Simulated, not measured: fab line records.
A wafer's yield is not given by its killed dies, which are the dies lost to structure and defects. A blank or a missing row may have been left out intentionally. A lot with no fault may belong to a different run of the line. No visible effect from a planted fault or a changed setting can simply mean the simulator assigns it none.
Which tool did it? | flow n5 finfet | at 1 step of a route of 1938, 12 lots with 36 wafers sampled

## WHAT THE GAUGES READ, wafer by wafer
N5_FIN_SAQP_THK_MEAS_05.
lot  | measured    | on            | thk nm (nm)
L075 | day 2 02:44 | film metro-01 | 37.1 37.2 38.1
L077 | day 2 16:07 | film metro-02 | 37.8 38.2 38.1
L079 | day 3 04:52 | film metro-02 | 38.0 38.4 38.5
L081 | day 3 16:47 | film metro-01 | 37.6 37.3 37.7
L083 | day 4 03:31 | film metro-02 | 37.2 37.3 37.8
L085 | day 4 17:32 | film metro-02 | 37.5 38.4 37.6
L087 | day 5 03:49 | film metro-02 | 37.3 38.0 39.0
L089 | day 5 16:04 | film metro-01 | 37.1 38.3 37.4
L091 | day 6 03:29 | film metro-02 | 37.6 37.7 37.6
L093 | day 6 15:38 | film metro-02 | 38.0 38.2 37.6
L095 | day 7 03:15 | film metro-02 | 37.5 38.2 38.8
L097 | day 7 18:17 | film metro-02 | 37.3 37.8 38.2

## WHAT TOOL EACH LOT RAN ON (gives the tool, then ch and the chambers of the sampled wafers, and finally the start)
There is no process step in the record ahead of these readings.

## THE ANSWER, worked out from the rows above alone
Rule: the usual values come from the lots themselves. Put in order of their means at a reading, lots are off if they are a third of the lots or fewer, leave a main group of 4 or more, and stand apart from it by a gap of 3 or more times the standard deviation of the main group's means; of several such gaps the widest counts. A main group whose means are all the same, to the digits that the tables above print for the reading, isn't used. Also off: a lot with no number at a reading for which 4 or more lots have one. All remaining lots with rows at the step are treated as sound.
No lot is off on any of the readings shown, so nothing can be concluded from this.

## WHAT WAS PUT IN BY THE SIMULATOR
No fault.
